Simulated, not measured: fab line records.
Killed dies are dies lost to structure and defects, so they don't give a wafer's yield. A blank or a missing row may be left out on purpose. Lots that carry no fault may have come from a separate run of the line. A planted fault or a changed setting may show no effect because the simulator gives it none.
Struck lot and sound lot, side by side -- flow n5_finfet -- 17 out of 1938 route steps
Sound: wafers L978.1, L978.2, L978.6. Wafers struck: L986.2, L986.3, L986.5. Last of all comes the cause.
Each step with rows lists, per side, the tool, then ch with its chambers, then its first start. Under that, the readings that differ: sound wafers -- struck wafers -- difference of the means -- sigmas: that difference in standard deviations of wafers without a fault.
alike: same words and numbers on both sides, and readings whose means sit less than 2 such deviations apart. not compared: any withheld reading, any reading some wafer has no value for, any bound like >300 that may hide the same value, and any number with overlapping values for which the record gives no deviation.
A row with sigmas, a row that says differs or no value, or rows on one side alone: a step with any of these is where the two part. Non-overlapping numbers with no deviation appear without sigmas and do not part them. Lack of a reading on every wafer of one side parts them only where that side has two or more wafers.

N5_BEOL_M0_SAQP_INSPECT_16: inspects for defects (brightfield).
  struck on defect_inspect-01, day 8 02:05; sound on defect_inspect-02, day 6 00:17
  alike: raw_defect_count
N5_BEOL_M0_SAQP_DESCUM_19: chemistry O2, time 7.9 s.
  sound on rie_diel-06 ch 0,2,3, day 6 00:20; struck on rie_diel-04 ch 1,3, day 8 02:07
  alike: drypump_motor_current_A, oes_product_au, rf_vpp_V, showerhead_plenum_p_Torr, throttle_valve_pct
  not compared: rf_hours_counter_h
N5_BEOL_M0_SAQP_ETCH_83: etches SiARC in CF4, target depth 39 nm, time 65 s.
  sound on rie_diel-06 ch 0,2,3, day 6 00:22; struck on rie_diel-04 ch 1,3, day 8 02:10
  alike: bias_w, drypump_motor_current_A, etch_rf_on_time_s, mfc_ar_sccm, oes_product_au, rf_vpp_V, showerhead_plenum_p_Torr, throttle_valve_pct
  not compared: rf_hours_counter_h
then, 2 steps without rows for these wafers: N5_BEOL_M0_SAQP_ETCH_84 (etches SOC in N2/H2, target depth 100 nm, overetch 20 nm, time 150 s); N5_BEOL_M0_SAQP_STRIP_80 (strips in N2/H2).
N5_BEOL_M0_SAQP_HM_OPEN_112: chemistry CHF3/O2, target SiO2, stops on a-Si, target depth 12 nm, time 13.5 s.
  sound on rie_diel-06 ch 0,2,3, day 6 00:32; struck on rie_diel-04 ch 1,3, day 8 02:19
  alike: bias_w, drypump_motor_current_A, mfc_ar_sccm, oes_f_703_au, oes_product_au, rf_vpp_V, showerhead_plenum_p_Torr, throttle_valve_pct
  not compared: rf_hours_counter_h
then, 2 steps without rows for these wafers: N5_BEOL_M0_SAQP_STRIP_113 (strips in CHF3/O2); N5_BEOL_M0_SAQP_MANDREL_ETCH_20 (etches a-Si in HBr/Cl2, stops on SiNx, target depth 60 nm, bt time 10 s, time 30 s).
N5_BEOL_M0_SAQP_STRIP_86: strips in N2/H2.
  sound on rie_diel-06 ch 1,2, day 6 00:43; struck on rie_diel-03 ch 0,3, day 8 02:31
  alike: drypump_motor_current_A, oes_product_au, rf_vpp_V, showerhead_plenum_p_Torr, throttle_valve_pct
  not compared: rf_hours_counter_h
then, 3 steps without rows for these wafers: N5_BEOL_M0_SAQP_STRIP_115 (strips in post etch residue remover, time 60 s); N5_BEOL_M0_SAQP_SRD_93 (time 30 s); N5_BEOL_M0_SAQP_RECESS_114 (chemistry HF/NH3, target SiO2, target depth 14.4 nm, afs cycles 3, sublimation time 60 s).
N5_BEOL_M0_SAQP_SPACER1_ALD_98: deposits SiO2, target thk 12.8 nm, pulse time 1 s, purge time 2 s.
  sound on ald_sin-04 ch 2,3, day 6 01:34; struck on ald_sin-01 ch 0,3, day 8 04:16
reading,sound,struck,difference,sigmas
precursor_pulse_height_rel,1.012 0.957 0.993,1.016 1.025 1.043,+0.041,+2
susceptor_temp_C (C),299.96 300.54 299.99,315.73 315.56 315.90,+15.57,+86
  alike: chamber_pressure_Torr, heater_power_w
N5_BEOL_M0_SAQP_SPACER1_ETCHBACK_99: etches SiO2 in CHF3/O2, target depth 15.4 nm, time 7.7 s.
  sound on rie_diel-03 ch 0,1,2, day 6 02:10; struck on rie_diel-06 ch 0,1, day 8 04:53
reading,sound,struck,difference,sigmas
bias_w (W),170.5 169.3 171.1,169.1 169.2 169.3,-1.1,-2
  alike: drypump_motor_current_A, mfc_ar_sccm, oes_f_703_au, oes_product_au, rf_vpp_V, showerhead_plenum_p_Torr, throttle_valve_pct
  not compared: rf_hours_counter_h
N5_BEOL_M0_SAQP_MANDREL1_REMOVE_100: chemistry HBr/Cl2/O2, target a-Si, stops on SiNx, bt time 10 s.
  sound on rie_si-06 ch 1,3, day 6 02:16; struck on rie_si-04 ch 0,2, day 8 04:58
reading,sound,struck,difference,sigmas
throttle_valve_pct (%),36.4 36.2 36.2,37.9 37.1 37.1,+1.1,+2
model.BEOL_M0_SAQP.cd_nm (nm),12.8 12.8 13,12.6 12.2 12.4,-0.5,
  alike: bias_w, drypump_motor_current_A, oes_product_au
  not compared: rf_hours_counter_h
N5_BEOL_M0_SAQP_CD_MEAS_25: the cd target is 13.1 nm.
  sound on cd_sem-03 ch 0, day 6 02:22; struck on cd_sem-01 ch 0, day 8 05:05
  alike: cd_nm
-- the record jumps here: 2 days lie between the struck wafers' starts before and after (it left off in module BEOL_M0_SAQP and takes up again in module BEOL_M4, whose first step shown is number 1111 of the route) --
N5_BEOL_M4_RC_MEAS_101:
  sound on prober-02 ch 0, day 8 17:02; struck on prober-01 ch 0, day 10 16:00
  alike: DIBL_N, DIBL_P, IOFF_N, IOFF_P, ION_N, ION_P, SS_N, SS_P, VT_N, VT_P

## WHERE THEY PART
Last at N5_BEOL_M0_SAQP_MANDREL1_REMOVE_100 as far as this record goes, first at N5_BEOL_M0_SAQP_SPACER1_ALD_98. Later steps at which nothing parts them and some readings are alike: N5_BEOL_M0_SAQP_CD_MEAS_25, N5_BEOL_M4_RC_MEAS_101.

WHY: the cause the simulator had injected
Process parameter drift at N5_BEOL_M0_SAQP_SPACER1_ALD_98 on ald_sin-01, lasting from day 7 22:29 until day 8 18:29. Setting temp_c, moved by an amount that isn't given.
